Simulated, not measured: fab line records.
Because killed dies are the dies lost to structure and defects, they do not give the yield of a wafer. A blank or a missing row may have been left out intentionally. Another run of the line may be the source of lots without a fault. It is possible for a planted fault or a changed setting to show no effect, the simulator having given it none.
Matching of chambers | flow n5_finfet | rie_diel-02 running N5_BEOL_M14_ETCH_67: 3 sister chambers
The step etches SiARC in CF4, target depth 143 nm, time 238.3 s. 14 wafers are shown with their chamber, then 5 later ones without.

== WAFERS WITH THEIR CHAMBER ==
wafer  | chamber | showerhead_plenum_p_Torr (Torr) | drypump_motor_current_A (A) | throttle_valve_pct (%)
L077.2 | 3       | 2.16                            | 6.4                         | 15.50
L077.4 | 3       | 2.16                            | 6.4                         | 15.49
L077.6 | 1       | 2.27                            | 5.9                         | 15.40
L079.2 | 3       | 2.15                            | 6.4                         | 15.51
L079.3 | 2       | 2.28                            | 5.3                         | 15.72
L079.6 | 1       | 2.27                            | 5.9                         | 15.41
L084.1 | 1       | 2.26                            | 5.8                         | 15.44
L084.3 | 3       | 2.15                            | 6.4                         | 15.52
L084.4 | 2       | 2.28                            | 5.3                         | 15.76
L085.1 | 1       | 2.26                            | 5.8                         | 15.42
L085.3 | 2       | 2.28                            | 5.3                         | 15.72
L085.5 | 2       | 2.28                            | 5.3                         | 15.74
L087.2 | 2       | 2.28                            | 5.2                         | 15.74
L087.5 | 2       | 2.28                            | 5.3                         | 15.74

SIGNATURES, as means of the wafers listed above
reading                  | chamber 1 | chamber 2 | chamber 3 | scatter within a chamber
showerhead_plenum_p_Torr | 2.2650    | 2.2800    | 2.1550    | 0.00426
drypump_motor_current_A  | 5.850     | 5.283     | 6.400     | 0.0408
throttle_valve_pct       | 15.4175   | 15.7367   | 15.5050   | 0.0151
Rule: for a wafer and a chamber, the distance is found by dividing, reading by reading, the gap between the wafer's reading and the chamber's mean by the reading's scatter, squaring, summing and taking the root. The wafer belongs to the nearest chamber; if the next one is less than 2 further off, it can't be placed. How the scatter is found: for the shown wafers, subtract from each reading the mean of its chamber, square and add these, divide the total by (wafers less chambers), then take the root.

== WAFERS WITH NO CHAMBER GIVEN ==
wafer  | showerhead_plenum_p_Torr (Torr) | drypump_motor_current_A (A) | throttle_valve_pct (%)
L087.6 | 2.15                            | 6.4                         | 15.54
L093.2 | 2.15                            | 6.4                         | 15.55
L093.4 | 2.27                            | 5.3                         | 15.77
L094.4 | 2.27                            | 5.3                         | 15.79
L094.6 | 2.14                            | 6.4                         | 15.55

== THE CHAMBER EACH PASSED THROUGH ==
wafer  | from the rows above | in truth
L087.6 | 3                   | 3
L093.2 | 3                   | 3
L093.4 | 2                   | 2
L094.4 | 2                   | 2
L094.6 | 3                   | 3
Correct placement for 5 of the 5. Number that these rows cannot place: 0. Wrongly placed: 0.
